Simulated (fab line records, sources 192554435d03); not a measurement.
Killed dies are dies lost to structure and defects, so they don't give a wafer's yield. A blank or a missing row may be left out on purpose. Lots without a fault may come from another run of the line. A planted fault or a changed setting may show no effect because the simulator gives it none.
A struck lot beside a sound one | flow n5_finfet | 37 steps out of a route of 1938
Sound: wafers L974.1, L974.3, L974.6. Struck: wafers L958.2, L958.3, L958.5. The cause comes at the end.
At each step with rows: each side's tool, then ch and its chambers, then its first start. Under that, the readings that differ: sound wafers | struck wafers | difference of the means | sigmas: that difference in standard deviations of wafers without a fault.
alike: readings whose means differ by less than 2 such deviations, and words and numbers that are the same on both sides. not compared: withheld readings, readings that some wafer has no value for, bounds like >300 that may hide the same value, and numbers for which the record gives no deviation and whose values overlap.
The two part at a step that has a row with sigmas, a row that says differs or no value, or rows on one side only. Numbers that don't overlap but have no deviation are shown without sigmas and don't part them. A reading that every wafer of one side lacks parts them only if that side has two wafers or more.

first, 9 steps without rows for these wafers: N5_BEOL_M4_ANNEAL_95 (time 240 s); N5_BEOL_M4_SPUTTER_96 (material Cu, target thk 4.5 nm, time 8.29 s); N5_BEOL_M4_ECD_50 (material Cu, target thk 300 nm); N5_BEOL_M4_ANNEAL_51 (time 90 s); N5_BEOL_M4_CMP_52 (polishes, stops on SiOC, t overpolish 6.8 s, target thk 40 nm); N5_BEOL_M4_PRE_CLEAN_60 (time 15 s); N5_BEOL_M4_CO_CAP_55 (material Co, precursor CCTBA/H2, target thk 2 nm, time 102.1 s); N5_BEOL_M4_PRE_CLEAN_56 (time 15 s); N5_BEOL_M4_DEP_57 (deposits SiCN from 3MS/NH3, target thk 8 nm, time 14 s).
N5_BEOL_M4_RC_MEAS_101:
  sound on prober-01 ch 0, day 13 08:07; struck on prober-02 ch 0, day 9 05:10
  reading   | sound                | struck               | difference | sigmas
  VT_P (mV) | -249.5 -247.7 -251.1 | -242.9 -244.8 -241.1 | +6.5       | +2
  alike: DIBL_N, DIBL_P, IOFF_N, IOFF_P, ION_N, ION_P, SS_N, SS_P, VT_N
then, 24 steps without rows for these wafers: N5_BEOL_M5_ILD_DEP_00 (deposits SiCOH lowk from DEMS/porogen, target thk 140.64 nm, time 25.9 s); N5_BEOL_M5_CURE_79 (cures SiCOH lowk, time 240 s); N5_BEOL_M5_PECVD_70 (deposits SiO2 from TEOS/O2, target thk 16 nm, time 18 s); N5_BEOL_M5_HM_DEP_02 (deposits TiN, target thk 20 nm); N5_BEOL_M5_COAT_59 (time 60 s, resist thk 60 nm); N5_BEOL_M5_COAT_60 (time 60 s, resist thk 12 nm); N5_BEOL_M5_COAT_71 (time 60 s, resist thk 5 nm); N5_BEOL_M5_COAT_05 (resist thk 30 nm); N5_BEOL_M5_EBR_07; N5_BEOL_M5_SOFTBAKE_06 (time 60 s); N5_BEOL_M5_EXPOSE_08 (exposes mask M5, target cd 28 nm); N5_BEOL_M5_PEB_09 (peb time 60 s); N5_BEOL_M5_DEVELOP_10 (develop time 30 s); N5_BEOL_M5_DESCUM_16 (chemistry O2, time 7 s); N5_BEOL_M5_ETCH_72 (etches underlayer in N2/H2, target depth 6.5 nm, time 5.2 s); N5_BEOL_M5_ETCH_61 (etches SiARC in CF4, target depth 15.6 nm, time 26 s); N5_BEOL_M5_ETCH_62 (etches SOC in N2/H2, target depth 75 nm, overetch 15 nm, time 112.5 s); N5_BEOL_M5_STRIP_63 (strips in N2/H2); N5_BEOL_M5_STRIP_73 (strips in N2/H2); N5_BEOL_M5_STRIP_64 (strips in CF4); N5_BEOL_M5_HM_OPEN_17 (chemistry Cl2/BCl3, target TiN, target depth 20 nm, overetch 6 nm); N5_BEOL_M5_STRIP_19 (strips in O2); N5_BEOL_M5_COAT_65 (time 60 s, resist thk 60 nm); N5_BEOL_M5_COAT_66 (time 60 s, resist thk 12 nm).
-- the record jumps here: 3 days lie between the struck wafers' starts before and after (it left off in module BEOL_M5 and takes up again in module BEOL_M11, whose first step shown is number 1590 of the route) --
N5_BEOL_M11_ALD_74: deposits TaN, target thk 2 nm, pulse time 2 s, purge time 3 s.
  sound on ald_metal-03 ch 0,1,2, day 15 23:08; struck on ald_metal-04 ch 0,1,2, day 12 02:41
  no value came back on the struck wafers for ald_cycles, chamber_pressure_Torr (Torr), heater_power_w (W); on the sound wafers ald_cycles reads 40 40 40
N5_BEOL_M11_CMP_52: polishes, stops on SiCOH lowk, t overpolish 7 s, target thk 140 nm.
  sound on cmp-04 ch 0,1,2, day 16 00:15; struck on cmp-04 ch 1,2,3, day 12 03:59
  reading                      | sound          | struck         | difference | sigmas
  barrier_field_endpoint_s (s) | 28.8 29.4 30.0 | 26.7 26.1 26.9 | -2.8       | -4
  alike: motor_current_A, platen_rpm, retaining_ring_pressure_frac
N5_PASSIVATION_PROBE_49:
  sound on prober-02, day 17 18:05; struck on prober-02, day 13 18:11
  reading                  | sound          | struck            | difference | sigmas
  defect_limited_yield (%) | 89.7 90.7 87.5 | 0 0 0             | -89        | -69
  killed_at_M0_to_M3       | 43 39 40       | 19 23 26          | -18        | -2
  killed_at_M4_up          | 9 7 8          | 1126 1119 1108    | +1110      | +99 or more
  killed_at_contacts       | 19 14 27       | 5 8 9             | -13        | -2
  killed_at_front_end      | 46 48 69       | 29 27 36          | -24        | -2
  killed_dies              | 122 110 147    | 1180 1180 1180    | +1054      | +70
  killed_on_rim            | 17 14 12       | 152 152 152       | +138       | +37
  killed_open              | 87 69 109      | 39 43 41          | -47        | -4
  sort_bin_4_leakage (%)   | 0 0 0          | 94.75 94.24 93.05 | +94.01     | +99 or more
  sort_bin_5_function (%)  | 6.6 6.2 8.3    | 3.1 3.4 4.5       | -3.4       | -4
  sort_bin_6_memory (%)    | 3.4 3.0 4.0    | 2.0 2.2 2.0       | -1.4       | -2
  sort_n_pass              | 1058 1070 1033 | 0 0 0             | -1054      | -70
  sort_yield_pct (%)       | 89.7 90.7 87.5 | 0 0 0             | -89        | -69
  alike: killed_at_other, killed_short

WHERE THEY PART
First at N5_BEOL_M4_RC_MEAS_101; last, within this record, at N5_PASSIVATION_PROBE_49.

WHY: what the simulator had put in
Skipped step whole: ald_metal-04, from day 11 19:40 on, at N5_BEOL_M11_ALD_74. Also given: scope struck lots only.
